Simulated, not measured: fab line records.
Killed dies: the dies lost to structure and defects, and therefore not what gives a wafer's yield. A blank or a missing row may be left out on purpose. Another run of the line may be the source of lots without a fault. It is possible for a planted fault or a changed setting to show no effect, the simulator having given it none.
Matching of chambers / flow n5 finfet / rie diel-06 running N5_BEOL_M15_TRENCH_ETCH_34: 4 sister chambers
The step etches SiO2 in C4F8/O2/Ar, target depth 872.93 nm, time 199 s. 14 wafers are shown with their chamber, then 7 later ones without.

== WAFERS, EACH WITH ITS CHAMBER ==
wafer=L074.1; chamber=0; drypump motor current A (A)=4.9; showerhead plenum p Torr (Torr)=3.36; rf vpp V (V)=2257
wafer=L074.4; chamber=2; drypump motor current A (A)=5.2; showerhead plenum p Torr (Torr)=3.53; rf vpp V (V)=2263
wafer=L074.6; chamber=0; drypump motor current A (A)=4.9; showerhead plenum p Torr (Torr)=3.36; rf vpp V (V)=2257
wafer=L079.1; chamber=0; drypump motor current A (A)=5.0; showerhead plenum p Torr (Torr)=3.34; rf vpp V (V)=2258
wafer=L079.4; chamber=3; drypump motor current A (A)=5.4; showerhead plenum p Torr (Torr)=3.27; rf vpp V (V)=2236
wafer=L079.6; chamber=2; drypump motor current A (A)=5.2; showerhead plenum p Torr (Torr)=3.52; rf vpp V (V)=2261
wafer=L085.1; chamber=2; drypump motor current A (A)=5.2; showerhead plenum p Torr (Torr)=3.51; rf vpp V (V)=2260
wafer=L085.4; chamber=0; drypump motor current A (A)=4.9; showerhead plenum p Torr (Torr)=3.34; rf vpp V (V)=2256
wafer=L085.6; chamber=1; drypump motor current A (A)=5.7; showerhead plenum p Torr (Torr)=3.68; rf vpp V (V)=2265
wafer=L087.1; chamber=2; drypump motor current A (A)=5.2; showerhead plenum p Torr (Torr)=3.51; rf vpp V (V)=2260
wafer=L087.2; chamber=3; drypump motor current A (A)=5.4; showerhead plenum p Torr (Torr)=3.27; rf vpp V (V)=2235
wafer=L087.5; chamber=0; drypump motor current A (A)=4.9; showerhead plenum p Torr (Torr)=3.34; rf vpp V (V)=2256
wafer=L095.2; chamber=0; drypump motor current A (A)=4.9; showerhead plenum p Torr (Torr)=3.33; rf vpp V (V)=2255
wafer=L095.5; chamber=0; drypump motor current A (A)=4.9; showerhead plenum p Torr (Torr)=3.33; rf vpp V (V)=2255

SIGNATURES (means of the wafers above)
reading=drypump motor current A; chamber 0=4.914; chamber 1=5.700; chamber 2=5.200; chamber 3=5.400; scatter within a chamber=0.0293
reading=showerhead plenum p Torr; chamber 0=3.3429; chamber 1=3.6800; chamber 2=3.5175; chamber 3=3.2700; scatter within a chamber=0.011
reading=rf vpp V; chamber 0=2256.29; chamber 1=2265.00; chamber 2=2261.00; chamber 3=2235.50; scatter within a chamber=1.18
Rule: a wafer's distance from a chamber is the root of the sum, over the readings, of the square of ((its reading less the chamber's mean) divided by the reading's scatter). The wafer belongs to the nearest chamber; if the next one is less than 2 further off, it can't be placed. The scatter is the square root of a quotient: the sum, over the shown wafers, of each reading's squared deviation from its chamber's mean, divided by wafers minus chambers.

== WAFERS WITHOUT THEIR CHAMBER ==
wafer=L095.6; drypump motor current A (A)=5.2; showerhead plenum p Torr (Torr)=3.51; rf vpp V (V)=2259
wafer=L096.2; drypump motor current A (A)=5.2; showerhead plenum p Torr (Torr)=3.50; rf vpp V (V)=2258
wafer=L096.5; drypump motor current A (A)=5.2; showerhead plenum p Torr (Torr)=3.50; rf vpp V (V)=2259
wafer=L096.6; drypump motor current A (A)=4.9; showerhead plenum p Torr (Torr)=3.33; rf vpp V (V)=2255
wafer=L094.1; drypump motor current A (A)=5.3; showerhead plenum p Torr (Torr)=3.50; rf vpp V (V)=2260
wafer=L094.3; drypump motor current A (A)=4.9; showerhead plenum p Torr (Torr)=3.33; rf vpp V (V)=2253
wafer=L094.4; drypump motor current A (A)=5.2; showerhead plenum p Torr (Torr)=3.50; rf vpp V (V)=2258

== WHICH CHAMBER EACH ONE RAN IN ==
wafer=L095.6; from the rows above=2; in truth=2
wafer=L096.2; from the rows above=2; in truth=2
wafer=L096.5; from the rows above=2; in truth=2
wafer=L096.6; from the rows above=0; in truth=0
wafer=L094.1; from the rows above=2; in truth=2
wafer=L094.3; from the rows above=0; in truth=0
wafer=L094.4; from the rows above=2; in truth=2
7 of 7 placed correctly. From these rows, 0 cannot be placed. Placed wrongly: 0.
